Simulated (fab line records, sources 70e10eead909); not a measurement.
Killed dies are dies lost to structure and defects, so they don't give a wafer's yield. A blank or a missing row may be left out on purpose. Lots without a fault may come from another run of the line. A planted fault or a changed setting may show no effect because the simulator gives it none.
Chamber matching | flow nand_harc | NHARC_A_CHANNEL_FILL_D1_STRIP_28 on rie_diel-01: 4 sister chambers
The step strips in O2, time 20 s. 8 wafers are shown with their chamber, then 7 later ones without.

WAFERS WITH THEIR CHAMBER
wafer  | chamber | drypump_motor_current_A (A) | oes_product_au (a.u.)
L972.3 | 0       | 5.3                         | 1.019
L975.5 | 1       | 6.1                         | 1.000
L975.6 | 0       | 5.3                         | 1.017
L976.1 | 3       | 5.7                         | 1.008
L976.2 | 1       | 6.1                         | 0.996
L976.4 | 2       | 5.9                         | 0.986
L980.4 | 2       | 5.9                         | 0.992
L980.5 | 3       | 5.8                         | 1.013

WAFERS WITHOUT THEIR CHAMBER
wafer  | drypump_motor_current_A (A) | oes_product_au (a.u.)
L980.6 | 5.9                         | 0.985
L982.1 | 5.3                         | 1.017
L982.2 | 5.9                         | 0.996
L982.3 | 5.7                         | 0.998
L983.3 | 5.9                         | 0.991
L983.4 | 5.3                         | 1.006
L983.6 | 5.9                         | 1.003

WHICH CHAMBER EACH WENT THROUGH
wafer  | from the rows above          | in truth
L980.6 | 2                            | 2
L982.1 | 0                            | 0
L982.2 | 2                            | 2
L982.3 | 3                            | 3
L983.3 | 2                            | 2
L983.4 | 0                            | 0
L983.6 | can't be placed: 2 or 3 or 1 | 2
Placed correctly: 6 of 7. Can't be placed from these rows: 1 (the true chamber is among the candidates in 1). Placed wrongly: 0.
How it was worked out, from the rows above alone: a wafer's distance from a chamber is the root of the sum, over the readings, of the square of ((its reading less the chamber's mean) divided by the reading's scatter). The wafer belongs to the nearest chamber; if the next one is less than 2 further off, it can't be placed. A chamber's mean is the mean of its shown wafers. The scatter: the root of (the sum of the squares of (reading less its chamber's mean) over the shown wafers, divided by (wafers less chambers)).
